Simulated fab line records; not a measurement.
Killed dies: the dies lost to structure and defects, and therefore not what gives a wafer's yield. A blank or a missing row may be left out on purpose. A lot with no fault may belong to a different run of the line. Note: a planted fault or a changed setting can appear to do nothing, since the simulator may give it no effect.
Which tool was responsible? + flow nand harc + route of 1159 steps, sampled at 1 step: 7 lots, 21 wafers

== WHAT THE GAUGES SHOWED, per wafer ==
NHARC_A_SOURCE_PLATE_THK_MEAS_06: measures by ellipsometry.
| lot  | measured     | on            | thk nm (nm)       |
|------|--------------|---------------|-------------------|
| L563 | day 8 06:18  | film metro-01 | 196.7 199.1 199.4 |
| L567 | day 9 01:59  | film metro-02 | 199.6 198.3 200.8 |
| L566 | day 9 01:59  | film metro-02 | 200.0 204.5 202.3 |
| L573 | day 10 14:49 | film metro-02 | 201.1 200.0 203.2 |
| L575 | day 11 06:31 | film metro-02 | 201.8 200.1 201.2 |
| L576 | day 11 13:48 | film metro-01 | 197.6 198.5 199.5 |
| L579 | day 11 23:19 | film metro-02 | 201.9 204.4 198.5 |

== WHICH TOOL RAN EACH LOT (tool, then ch and the chambers of the sampled wafers, then the start) ==
There is no process step in the record ahead of these readings.

== THE ANSWER, worked out from the rows above alone ==
Rule: what is usual is taken from the lots themselves. The widest of any qualifying gaps counts: lots, ordered by their means at a reading, are off when they make up no more than a third of the lots, leave a main group of 4 or more, and stand apart from it by 3 or more times the standard deviation of that group's means. A main group is skipped when, at the precision printed for the reading in the tables above, its means are all equal. A lot without any number at a reading at which 4 lots or more have one is off too. Where the step has rows for the other lots, those lots are counted as sound.
No lot is off at any reading shown: from this, nothing can be told.

== WHAT HAD BEEN PUT IN BY THE SIMULATOR ==
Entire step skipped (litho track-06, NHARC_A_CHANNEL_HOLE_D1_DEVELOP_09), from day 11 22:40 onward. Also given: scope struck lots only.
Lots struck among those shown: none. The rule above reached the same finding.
